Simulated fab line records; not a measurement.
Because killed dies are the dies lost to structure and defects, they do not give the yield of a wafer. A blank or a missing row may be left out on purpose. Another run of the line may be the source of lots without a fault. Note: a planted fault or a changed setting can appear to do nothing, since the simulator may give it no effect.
Comparing a struck lot with a sound one | flow nand harc | 43 steps out of a route of 1302
Sound: these wafers, L772.3, L772.4, L772.6. Struck: wafers L777.4, L777.5, L777.6. The cause is named last.
For every step that has rows: the tool of each side, followed by ch and its chambers, followed by its first start. Under that, the readings that differ: sound wafers | struck wafers | difference of the means | sigmas: that difference in standard deviations of wafers without a fault.
alike: readings with means less than 2 such deviations apart, plus words and numbers identical on both sides. not compared: withheld readings, readings lacking a value on some wafer, bounds such as >300 that could conceal the same value, and numbers that have no deviation in the record and whose values overlap.
A row with sigmas, a row that says differs or no value, or rows on one side alone: a step with any of these is where the two part. Numbers that don't overlap but have no deviation are shown without sigmas and don't part them. Lack of a reading on every wafer of one side parts them only where that side has two or more wafers.

first, 2 steps without rows for these wafers: NHARC_P_STI_SRD_39; NHARC_P_STI_OXIDE_40 (material SiO2, target thk 10 nm, ox time 1362 s).
NHARC_P_STI_INSPECT_25:
  struck on defect inspect-02, day 8 05:10; sound on defect inspect-01, day 5 15:11
  alike: raw defect count
then, 9 steps without rows for these wafers: NHARC_P_GATE_ETCH_69 (etches SiO2 in dHF, target depth 14 nm); NHARC_P_GATE_PRECLEAN_70 (cleans in SC1); NHARC_P_GATE_SRD_01; NHARC_P_GATE_OXIDE_02 (material SiO2, target thk 37.5 nm, ox time 365 s); NHARC_P_GATE_DEHYDRATE_03 (time 120 s); NHARC_P_GATE_HMDS_04 (time 30 s); NHARC_P_GATE_COAT_05; NHARC_P_GATE_SOFTBAKE_06 (time 95 s); NHARC_P_GATE_EBR_07.
NHARC_P_GATE_EXPOSE_08: exposes mask P HV.
  sound on krf scanner-04 ch 0, day 5 23:35; struck on krf scanner-04 ch 0, day 8 13:34
  reading                        | sound                   | struck            | difference | sigmas
  model.P_GATE.overlay x nm (nm) | 0.02323 0.02323 0.02323 | 140.2 140.2 140.2 | +140.2     |
  alike: mask
then, 2 steps without rows for these wafers: NHARC_P_GATE_PEB_09 (peb time 85 s); NHARC_P_GATE_DEVELOP_10 (time 70 s).
NHARC_P_GATE_CD_MEAS_11: target cd 1640 nm.
  sound on cd sem-03 ch 0, day 5 23:44; struck on cd sem-03 ch 0, day 8 13:43
  alike: cd nm
then, 1 step without rows for these wafers: NHARC_P_GATE_HARDBAKE_12 (time 80 s).
NHARC_P_GATE_DESCUM_13: chemistry O2, time 3 s.
  sound on rie diel-12 ch 0,1,2, day 5 23:53; struck on rie diel-07 ch 0,1, day 8 13:52
  alike: drypump motor current A, oes product au, rf vpp V, showerhead plenum p Torr, throttle valve pct
  not compared: rf hours counter h
then, 7 steps without rows for these wafers: NHARC_P_GATE_ETCH_14 (etches SiO2 in dHF, target depth 48.8 nm); NHARC_P_GATE_STRIP_15 (strips in SPM, time 780 s); NHARC_P_GATE_PRECLEAN_71 (cleans in SC1); NHARC_P_GATE_SRD_72; NHARC_P_GATE_OXIDE_16 (material SiO2, target thk 3 nm, ox time 392 s); NHARC_P_GATE_CVD_17 (deposits poly-Si, target thk 150 nm, time 900 s); NHARC_P_GATE_HM_DEP_102 (deposits aC, target thk 120 nm).
NHARC_P_GATE_DEP_103: deposits SiON, target thk 30 nm.
  sound on pecvd-02 ch 0,1,2, day 6 15:41; struck on pecvd-03 ch 0,1,2, day 9 11:09
  alike: heater power w, susceptor temp C
then, 8 steps without rows for these wafers: NHARC_P_GATE_DEHYDRATE_18 (time 120 s); NHARC_P_GATE_HMDS_19 (time 30 s); NHARC_P_GATE_COAT_20 (resist thk 90 nm); NHARC_P_GATE_SOFTBAKE_21 (time 55 s); NHARC_P_GATE_EBR_22; NHARC_P_GATE_EXPOSE_23 (exposes mask P GATE, target cd 120 nm); NHARC_P_GATE_PEB_24 (peb time 65 s); NHARC_P_GATE_DEVELOP_25 (develop time 35 s).
NHARC_P_GATE_CD_MEAS_26: target cd 120 nm.
  sound on cd sem-01 ch 0, day 6 16:16; struck on cd sem-02 ch 0, day 9 11:45
  reading    | sound             | struck            | difference | sigmas
  cd nm (nm) | 120.7 121.2 121.7 | 119.5 118.9 118.8 | -2.1       | -3
NHARC_P_GATE_OVL_MEAS_27:
  struck on overlay-02, day 9 11:50; sound on overlay-02, day 6 16:20
  alike: overlay x nm, overlay y nm
NHARC_P_GATE_INSPECT_28:
  struck on defect inspect-01, day 9 11:52; sound on defect inspect-02, day 6 16:23
  alike: raw defect count
then, 1 step without rows for these wafers: NHARC_P_GATE_DESCUM_31 (chemistry O2, time 3 s).
NHARC_P_GATE_ETCH_104: etches the open film in CF4/CHF3, target depth 60 nm.
  sound on rie diel-07 ch 0,1,2, day 6 16:31; struck on rie diel-12 ch 0,1,3, day 9 12:01
  alike: drypump motor current A, oes product au, rf vpp V, showerhead plenum p Torr, throttle valve pct
NHARC_P_GATE_HM_OPEN_105: chemistry O2/COS, target depth 360 nm.
  sound on rie diel-07 ch 0,1; struck on rie diel-12 ch 0,1
  alike: drypump motor current A, oes product au, rf vpp V, showerhead plenum p Torr, throttle valve pct
  not compared: rf hours counter h
then, 1 step without rows for these wafers: NHARC_P_GATE_STRIP_106 (strips in O2/COS).
NHARC_P_GATE_ETCH_114: etches the open film in CF4/O2, target depth 30 nm, overetch 3 nm, time 16.5 s.
  sound on rie diel-07 ch 0,1,2; struck on rie diel-12 ch 1,2
  alike: drypump motor current A, oes product au, rf vpp V, showerhead plenum p Torr, throttle valve pct
  not compared: rf hours counter h
-- break in the record here, with 20 days between the starts of the struck wafers on either side (left off in module P_GATE, picked up again in module END, where the first step shown is number 1302 on the route) --
NHARC_END_SORT_01:
  the record has rows for the struck wafers here (prober-02 ch 0, day 29 20:30) and none for the sound ones

## WHERE THEY PART
Last at NHARC_END_SORT_01 as far as this record goes, first at NHARC_P_GATE_CD_MEAS_26.

WHY: what had been put in by the simulator
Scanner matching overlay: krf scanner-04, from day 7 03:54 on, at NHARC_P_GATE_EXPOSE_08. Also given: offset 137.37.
